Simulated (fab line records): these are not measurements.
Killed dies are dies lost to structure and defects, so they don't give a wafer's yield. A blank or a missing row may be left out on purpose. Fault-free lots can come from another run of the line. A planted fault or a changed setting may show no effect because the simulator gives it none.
Lot-split experiment + flow n5Finfet + 21 wafers read from 7 lots, route of 1938 steps

== THE SPLIT ITSELF ==
At N5_SD_EPI_N_ETCH_16 (etches SiO2 in CHF3/O2, target depth 5 nm), the setting targetDepthA was moved away from the recipe's 50 angstrom on 9 of the 21 wafers read, by -10.5% to -4.4%. All remaining wafers had this setting at the recipe value.

Reading taken at the split's own step.

== THE READING ==
etch.depthNm (the simulator's own value, which no gauge read), in nm, at N5_SD_EPI_N_ETCH_16 (etches SiO2 in CHF3/O2, target depth 5 nm). The file does not state a usual value for it. Across the 12 wafers here that went through the recipe, the average is 4.983 nm and the standard deviation 0.06 nm.

| wafer  | tool, chamber at the split | targetDepthA as run, angstrom | against the recipe | etch.depthNm, nm | against lot-mates on the recipe |
|--------|----------------------------|-------------------------------|--------------------|------------------|---------------------------------|
| L074.2 | rieDiel-01, 3              | 50                            | recipe             | 5.02             | -                               |
| L074.4 | rieDiel-01, 2              | 50                            | recipe             | 4.95             | -                               |
| L074.6 | rieDiel-01, 1              | 50                            | recipe             | 5.004            | -                               |
| L076.1 | rieDiel-04, 2              | 50                            | recipe             | 4.928            | -                               |
| L076.4 | rieDiel-04, 0              | 50                            | recipe             | 4.939            | -                               |
| L076.6 | rieDiel-04, 2              | 50                            | recipe             | 4.952            | -                               |
| L080.1 | rieDiel-01, 3              | 46.51                         | -7.0%              | 4.725            | no lot-mate on the recipe       |
| L080.4 | rieDiel-01, 1              | 46.51                         | -7.0%              | 4.716            | no lot-mate on the recipe       |
| L080.5 | rieDiel-01, 1              | 46.51                         | -7.0%              | 4.707            | no lot-mate on the recipe       |
| L083.1 | rieDiel-05, 2              | 50                            | recipe             | 4.852            | -                               |
| L083.3 | rieDiel-05, 0              | 47.3                          | -5.4%              | 4.658            | -0.194                          |
| L083.5 | rieDiel-05, 2              | 47.3                          | -5.4%              | 4.641            | -0.211                          |
| L089.1 | rieDiel-01, 2              | 45.84                         | -8.3%              | 4.613            | -0.442                          |
| L089.3 | rieDiel-01, 1              | 50                            | recipe             | 5.081            | -                               |
| L089.5 | rieDiel-01, 2              | 50                            | recipe             | 5.029            | -                               |
| L096.3 | rieDiel-01, 1              | 44.73                         | -10.5%             | 4.456            | -0.551                          |
| L096.5 | rieDiel-01, 3              | 44.73                         | -10.5%             | 4.438            | -0.569                          |
| L096.6 | rieDiel-01, 0              | 50                            | recipe             | 5.007            | -                               |
| L097.1 | rieDiel-05, 3              | 47.79                         | -4.4%              | 4.769            | -0.247                          |
| L097.2 | rieDiel-05, 0              | 50                            | recipe             | 4.979            | -                               |
| L097.5 | rieDiel-05, 1              | 50                            | recipe             | 5.053            | -                               |

FIT RESULTS
A straight line over all 21 wafers: etch.depthNm changes by +0.0475 nm for each +1% of targetDepthA; r = +0.95; the points scatter about the line by 0.061 nm.
The same after taking each lot's own level away (the mean of its wafers on the recipe; 18 wafers): +0.0513 nm for each +1%; r = +0.99; scatter 0.035 nm.
On that fit, the largest move of targetDepthA shifts the reading by 0.54 nm.
The lots' own levels span 4.8520 to 5.0550 nm, that is 3.4 times the standard deviation above.
The two slopes are in agreement: the lot-to-lot level therefore moves the slope only a little.
Check: for one of the wafers moved furthest among these (-10.5%), held out of the fit, the line's prediction against its lot-mates is -0.53 nm. It came out at -0.551 nm against them.

== THESE WAFERS: OTHER SPLITS ==
Note: prior to the reading, these wafers also went through further splits. Each is held against what the fit with the lots' levels taken away leaves over:
| other split on the same wafers   | wafers away from the commonest value | r with etch.depthNm (lot level and that fit taken away) |
|----------------------------------|--------------------------------------|---------------------------------------------------------|
| N5_WELL_APT_COAT_02 spinRpm      | 6                                    | +0.07                                                   |
| N5_WELL_APT_EXPOSE_22 doseMj     | 2                                    | -0.11                                                   |
| N5_FIN_SAQP_SPACER1_ALD_24 tempC | 9                                    | +0.34                                                   |
| N5_FIN_SAQP_ETCH_65 timeS        | 7                                    | +0.16                                                   |
| N5_FIN_CUT_CUT_ETCH_26 timeS     | 4                                    | +0.09                                                   |
| N5_SD_EPI_N_PEB_07 pebTempC      | 4                                    | +0.25                                                   |

== THE FILE'S OWN FIT ==
etch.depthNm changes by +0.0514 nm for each +1% of targetDepthA, r = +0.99.
